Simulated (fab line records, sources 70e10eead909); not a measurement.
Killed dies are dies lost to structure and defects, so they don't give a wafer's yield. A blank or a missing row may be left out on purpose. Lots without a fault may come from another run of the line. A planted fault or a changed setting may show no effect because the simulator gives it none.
fab line records | flow nand_harc
record lots=6 wafers=18 last_day=34
route steps=1302 shown P_GATE@215 P_CONTACT@217 END@1302
lots that met no fault: from a run of the same line without faults
start_h: hours from the record's first day to the start of the lot's first wafer shown | wait_h: hours since the lot's step before | " the same as in the row above | L1.1+2: a row that stands for several wafers | - no value, or no start given | * or withheld: withheld | < > ~ a bound
route shown NAME@n: a module of which the file shows steps, and the number in the route of the first | usual: mean/standard deviation of fault-free wafers | same: alike in all rows | chamber/n: place in a boat | sites: the reading at each site | _std_site: their standard deviation | _edge_site: outer sites' mean less inner sites' | radius_mm: how far each site lies from the wafer's centre | mask NAME#n: copy n | behind: the tool/chamber that last shaped the wafer | hold: why the lot was held/for how many hours/how that ended | device: the transistor (n, p or np) that didn't switch | end of line: the same wafers' tests at the end of the route | a step without rows: its recipe alone | killed: dies lost to structure and defects at the first sort, not the wafer's yield | map: a wafer's dies, x killed, . not, _ none there
set.NAME: the setting as run; set.NAME@STEP: as run at that earlier step | model.NAME: the simulator's own value behind a step, which no gauge read
lots at some steps of the route; a table a step, a row a wafer
services: from which hour (start_h, from the record's first day; less than 0 if before it) a tool's chamber was out of use, for how many hours, and why
## steps
# step NHARC_P_GATE_RTA_82
# recipe temp_c=450 time_s=30
# usual lamp_power_pct=4.83/0.17 wafer_temp_C_max=452.2/0.8
# same time_s=30
# columns lot.wafer tool chamber start_h wait_h lamp_power_pct wafer_temp_C_max
L587.1 rtp_anneal-01 0 158.05 - 4.69 452.1
L587.2 " 0 " " 4.70 453.3
L587.3 " 0 " " 4.70 453.7
L594.2 rtp_anneal-02 0 226.11 - 5.04 452.3
L594.4 " 0 " " 5.06 452.4
L594.5 " 0 " " 5.05 451.8
L596.1 rtp_anneal-01 0 240.36 - 4.70 452.3
L596.5 " 0 " " 4.70 452.2
L596.6 " 0 " " 4.70 452.2
L602.1 rtp_anneal-01 0 304.32 - 4.69 452.7
L602.2 " 0 " " 4.70 453.7
L602.6 " 0 " " 4.69 452.0
L603.1 rtp_anneal-02 0 320.62 - 5.04 451.5
L603.5 " 0 " " 5.05 451.7
L603.6 " 0 " " 5.05 451.5
L606.1 rtp_anneal-02 0 350.99 - 5.05 451.6
L606.2 " 0 " " 5.05 450.6
L606.6 " 0 " " 5.05 451.1
# step NHARC_P_GATE_INSPECT_68
# usual raw_defect_count=188/70
# columns lot.wafer tool chamber start_h wait_h raw_defect_count
L587.1 defect_inspect-02 - 158.25 0.2 215
L587.2 " - " " 119
L587.3 " - " " 123
L594.2 defect_inspect-01 - 226.28 0.1 215
L594.4 " - " " 180
L594.5 " - " " 254
L596.1 defect_inspect-01 - 240.74 0.3 185
L596.5 " - " " 214
L596.6 " - " " 207
L602.1 defect_inspect-01 - 304.52 0.2 150
L602.2 " - " " 136
L602.6 " - " " 151
L603.1 defect_inspect-02 - 320.82 0.2 119
L603.5 " - " " 351
L603.6 " - " " 117
L606.1 defect_inspect-01 - 351.19 0.2 218
L606.2 " - " " 256
L606.6 " - " " 149
# step NHARC_P_CONTACT_DEP_30
# recipe target_thk_a=300 temp_c=400 target_thk_nm=30 flow_sccm=200 rf_w=450 material=SiNx
# usual heater_power_w=696/66
# columns lot.wafer tool chamber start_h wait_h heater_power_w
L587.3 pecvd-03 2 158.32 0.1 779
L587.1 " 0 " " 687
L587.2 " 1 " " 682
L594.2 pecvd-03 1 226.35 0.1 702
L594.5 " 2 " " 791
L594.4 " 0 " " 719
L596.1 pecvd-03 2 240.88 0.1 810
L596.5 " 1 " " 706
L596.6 " 2 " " 802
L602.2 pecvd-03 2 304.58 0.1 651
L602.1 " 1 " " 775
L602.6 " 2 " " 678
L603.1 pecvd-03 2 320.96 0.1 767
L603.5 " 1 " " 704
L603.6 " 2 " " 793
L606.2 pecvd-03 2 351.30 0.1 792
L606.1 " 0 " " 700
L606.6 " 0 " " 709
# step NHARC_P_CONTACT_DEP_00
# recipe target_thk_a=5000 temp_c=400 pressure_torr=6.5 rf_w=900 teos_flow_sccm=161.4 flow_sccm=2650 target_thk_nm=500 gas=O2 material=SiO2
# usual heater_power_w=526/72 throttle_valve_pct=16.0/0.55
# columns lot.wafer tool chamber start_h wait_h heater_power_w throttle_valve_pct
L587.3 pecvd-03 2 - - 547 15.4
L587.1 " 0 " " 397 16.1
L587.2 " 1 " " 656 15.6
L594.2 pecvd-03 1 - - 584 15.4
L594.5 " 2 " " 648 15.5
L594.4 " 0 " " 517 16.2
L596.1 pecvd-03 2 - - 489 15.4
L596.5 " 1 " " 472 15.4
L596.6 " 2 " " 531 15.5
L602.2 pecvd-03 2 - - 516 15.6
L602.1 " 1 " " 504 15.5
L602.6 " 2 " " 547 15.5
L603.1 pecvd-03 2 - - 645 15.6
L603.5 " 1 " " 528 15.3
L603.6 " 2 " " 480 15.7
L606.2 pecvd-03 2 - - 492 15.7
L606.1 " 0 " " 533 16.3
L606.6 " 0 " " 416 16.4
# step NHARC_P_CONTACT_CMP_01
# recipe target_thk_nm=200 material=SiO2
# usual edge_zone_pressure_frac=1.001/0.0045 motor_current_A=12.3/1.4 retaining_ring_pressure_frac=1.000/0.0051
# columns lot.wafer tool chamber start_h wait_h edge_zone_pressure_frac motor_current_A retaining_ring_pressure_frac
L587.2 cmp-01 3 159.03 - 1.001 12.1 1.004
L587.3 " 0 " " 0.998 12.5 0.995
L587.1 " 1 " " 0.999 15.5 1.000
L594.4 cmp-02 3 227.08 - 0.992 12.4 0.996
L594.2 " 1 " " 1.000 13.8 0.996
L594.5 " 2 " " 0.997 11.2 1.003
L596.1 cmp-01 0 241.51 - 1.000 12.1 1.003
L596.5 " 0 " " 0.999 12.3 1.002
L596.6 " 1 " " 1.000 15.2 1.008
L602.2 cmp-03 3 305.32 - 1.000 14.4 1.004
L602.1 " 1 " " 1.008 12.8 0.999
L602.6 " 2 " " 0.997 10.8 1.000
L603.1 cmp-01 3 321.67 - 1.005 12.0 0.994
L603.6 " 0 " " 1.000 11.7 0.999
L603.5 " 1 " " 1.005 14.5 1.000
L606.1 cmp-01 3 351.96 - 1.001 11.6 1.003
L606.2 " 2 " " 1.000 10.8 1.003
L606.6 " 3 " " 1.003 12.6 1.005
# step NHARC_P_CONTACT_SRD_03
# step NHARC_P_CONTACT_DEHYDRATE_04
# recipe temp_c=150 time_s=120
# step NHARC_P_CONTACT_HMDS_05
# recipe time_s=30
# step NHARC_P_CONTACT_COAT_33
# recipe temp_c=260 time_s=75
# step NHARC_P_CONTACT_COAT_34
# recipe temp_c=225 time_s=65
# step NHARC_P_CONTACT_COAT_06
# recipe spin_rpm=1500 resist_thk_nm=90
# step NHARC_P_CONTACT_SOFTBAKE_07
# recipe temp_c=105 time_s=55
# usual heater_power_total_W=188.45/0.14
# columns lot.wafer tool chamber start_h wait_h heater_power_total_W
L587.1 litho_track-06 0 159 - 188.60
L587.2 " 0 " " 188.71
L587.3 " 0 " " 188.77
L594.2 litho_track-04 0 227 - 188.74
L594.4 " 0 " " 188.44
L594.5 " 0 " " 188.48
L596.1 litho_track-01 0 241 - 188.40
L596.5 " 0 " " 188.35
L596.6 " 0 " " 188.49
L602.1 litho_track-06 0 305 - 188.67
L602.2 " 0 " " 188.40
L602.6 " 0 " " 323.36
L603.1 litho_track-06 0 321 - 188.37
L603.5 " 0 " " 188.50
L603.6 " 0 " " 323.36
L606.1 litho_track-01 0 352 - 188.30
L606.2 " 0 " " 188.35
L606.6 " 0 " " 188.54
# step NHARC_P_CONTACT_EBR_08
# step NHARC_END_SORT_01
# recipe temp_c=25
# usual killed_at_array=53/18 killed_at_other=1.0/1.2 killed_at_periphery=3.6/2.4 killed_dies=58/18 killed_open=3.4/1.8 killed_short=2.3/1.5
# same gross_dies=677
# columns lot.wafer tool chamber start_h wait_h killed_at_array killed_at_other killed_at_periphery killed_dies killed_open killed_short
L587.1 prober-01 0 628.24 2.5 51 0 3 54 4 3
L587.2 prober-01 0 629.05 2.8 55 3 3 61 5 3
L587.3 prober-01 0 629.85 3.1 53 1 4 58 1 2
L596.1 prober-02 0 683.76 2.5 75 4 7 86 5 2
L596.5 prober-02 0 686.95 3.7 59 2 7 68 2 1
L596.6 prober-02 0 687.75 4.0 59 5 7 71 3 1
L602.1 prober-01 0 763.73 2.5 40 0 4 44 1 3
L602.2 prober-01 0 764.52 2.8 43 2 3 48 0 4
L602.6 prober-01 0 767.66 3.9 43 3 4 50 3 4
L603.1 prober-02 0 765.01 2.5 45 0 1 46 0 2
L603.5 prober-02 0 768.17 3.7 41 0 2 43 4 1
L603.6 prober-02 0 768.96 4.0 37 0 5 42 4 2
# killed by level:class
L587.1 A_CHANNEL_HOLE_D1:chamber_film_flake=20 A_STAIRCASE:chamber_film_flake=9 A_CHANNEL_HOLE_D2:chamber_film_flake=8 A_CONTACT:chamber_film_flake=4 A_CHANNEL_FILL_D1:chamber_film_flake=3 A_ONON_D1:geometric_particle:open=2 P_M0:geometric_particle:open=1 P_M2:geometric_particle:open=1
L587.2 A_CHANNEL_HOLE_D1:chamber_film_flake=29 A_STAIRCASE:chamber_film_flake=9 A_CHANNEL_HOLE_D2:chamber_film_flake=4 A_CONTACT:chamber_film_flake=3 THIN_TSV:chamber_film_flake=3 P_M1:geometric_particle:open=1 P_M0:geometric_particle:short=1 A_ONON_D1:geometric_particle:short=1
L587.3 A_CHANNEL_HOLE_D1:chamber_film_flake=26 A_CHANNEL_HOLE_D2:chamber_film_flake=10 A_CONTACT:chamber_film_flake=5 A_STAIRCASE:chamber_film_flake=4 P_CONTACT:chamber_film_flake=2 A_SLIT:chamber_film_flake=2 A_CHANNEL_FILL_D1:chamber_film_flake=2 A_WL_FILL:chamber_film_flake=2
L596.1 A_CHANNEL_HOLE_D1:chamber_film_flake=41 A_CHANNEL_HOLE_D2:chamber_film_flake=13 A_SLIT:chamber_film_flake=7 THIN_TSV:chamber_film_flake=4 P_GATE:chamber_film_flake=3 A_CHANNEL_FILL_D2:chamber_film_flake=3 A_ONON_D1:geometric_particle:short=2 A_WL_FILL:geometric_particle:open=2
L596.5 A_CHANNEL_HOLE_D1:chamber_film_flake=35 A_CHANNEL_HOLE_D2:chamber_film_flake=11 A_CONTACT:chamber_film_flake=4 P_STI:chamber_film_flake=3 P_M0:chamber_film_flake=2 A_SLIT:chamber_film_flake=2 A_CHANNEL_FILL_D2:chamber_film_flake=2 A_WL_FILL:chamber_film_flake=2
L596.6 A_CHANNEL_HOLE_D1:chamber_film_flake=28 A_CHANNEL_HOLE_D2:chamber_film_flake=10 A_CONTACT:chamber_film_flake=6 THIN_TSV:chamber_film_flake=5 A_SLIT:chamber_film_flake=4 P_GATE:chamber_film_flake=3 A_CHANNEL_FILL_D2:chamber_film_flake=3 A_WL_FILL:chamber_film_flake=3
L602.1 A_SLIT:chamber_film_flake=15 A_CHANNEL_HOLE_D2:chamber_film_flake=11 A_CHANNEL_HOLE_D1:chamber_film_flake=8 A_CONTACT:chamber_film_flake=3 P_GATE:geometric_particle:short=2 A_CHANNEL_FILL_D1:geometric_particle:short=1 A_BLC:geometric_particle:open=1 P_STI:chamber_film_flake=1
L602.2 A_SLIT:chamber_film_flake=13 A_CHANNEL_HOLE_D2:chamber_film_flake=10 A_CHANNEL_HOLE_D1:chamber_film_flake=8 A_STAIRCASE:chamber_film_flake=6 A_CONTACT:chamber_film_flake=3 A_M0:geometric_particle:short=2 THIN_TSV:chamber_film_flake=2 P_M0:geometric_particle:short=1
L603.1 A_CHANNEL_HOLE_D2:chamber_film_flake=19 A_CHANNEL_HOLE_D1:chamber_film_flake=10 A_SLIT:chamber_film_flake=5 A_CONTACT:chamber_film_flake=5 A_ZERO_WELL:chamber_film_flake=2 A_BLC:chamber_film_flake=2 A_CHANNEL_FILL_D2:geometric_particle:short=1 A_BLC:geometric_particle:short=1
L602.6 A_SLIT:chamber_film_flake=14 A_CHANNEL_HOLE_D2:chamber_film_flake=10 A_CHANNEL_HOLE_D1:chamber_film_flake=8 A_CONTACT:chamber_film_flake=6 STARTING-WAFER:geometric_particle:short=2 P_ZERO_WELL:chamber_film_flake=2 P_M0:geometric_particle:open=1 A_CHANNEL_FILL_D1:geometric_particle:short=1
L603.5 A_CHANNEL_HOLE_D2:chamber_film_flake=14 A_CHANNEL_HOLE_D1:chamber_film_flake=9 A_BLC:chamber_film_flake=5 A_CONTACT:chamber_film_flake=4 A_STAIRCASE:chamber_film_flake=2 A_SLIT:chamber_film_flake=2 P_M0:geometric_particle:open=1 A_ONON_D1:geometric_particle:open=1
L603.6 A_CHANNEL_HOLE_D2:chamber_film_flake=14 A_CONTACT:chamber_film_flake=8 A_CHANNEL_HOLE_D1:chamber_film_flake=5 A_SLIT:chamber_film_flake=5 P_GATE:chamber_film_flake=3 P_M0:geometric_particle:open=1 P_M0:geometric_particle:short=1 A_CHANNEL_FILL_D1:geometric_particle:short=1
## services
# columns tool chamber start_h hours kind
cmp-02 - 135.51 4.0 pm
cmp-03 - 138.34 1.0 repair
litho_track-01 - 155.00 7.0 pm
cmp-03 - 162.61 4.0 pm
litho_track-06 - 179.00 7.0 pm
cmp-01 - 185.50 4.0 pm
pecvd-03 - 186.44 13.0 pm
pecvd-03 0 186.44 13.0 vent_cycle
pecvd-03 1 186.44 13.0 vent_cycle
pecvd-03 2 186.44 13.0 vent_cycle
pecvd-03 0 199.44 - clean
pecvd-03 1 199.44 - clean
litho_track-04 - 203.00 7.0 pm
cmp-02 - 233.51 4.0 pm
cmp-01 - 253.53 3.7 repair
cmp-03 - 260.61 4.0 pm
cmp-02 - 264.18 2.4 repair
cmp-01 - 283.50 4.0 pm
pecvd-03 2 283.93 3.2 repair
pecvd-03 0 328.59 10.6 repair
litho_track-01 - 330.00 7.0 pm
cmp-02 - 331.51 4.0 pm
cmp-03 - 343.31 0.8 repair
cmp-03 - 350.88 3.5 repair
## key
first_sign step=NHARC_P_CONTACT_SOFTBAKE_07 reading=heater_power_total_W direction=up sigmas=99+ usual=* struck=*
effect none on later readings
met_at NHARC_P_CONTACT_SOFTBAKE_07
struck_wafers L602.6,L603.6
tester_left_out L602,L603
onset_between 159 305
fault kind=process_parameter_drift tool=litho_track-06 chamber=- onset_h=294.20 steps=NHARC_P_CONTACT_SOFTBAKE_07 channel=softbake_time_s offset=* shape=step end_h=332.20 scope=struck_wafers_only acts_in=* stated=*
# tester_left_out: of these lots the tester's yield and bins aren't shown, on N5 and GAA mostly nor the transistor test; their killed dies are dies lost to structure and defects alone, not to doping, threshold or leakage, so they don't give the yield
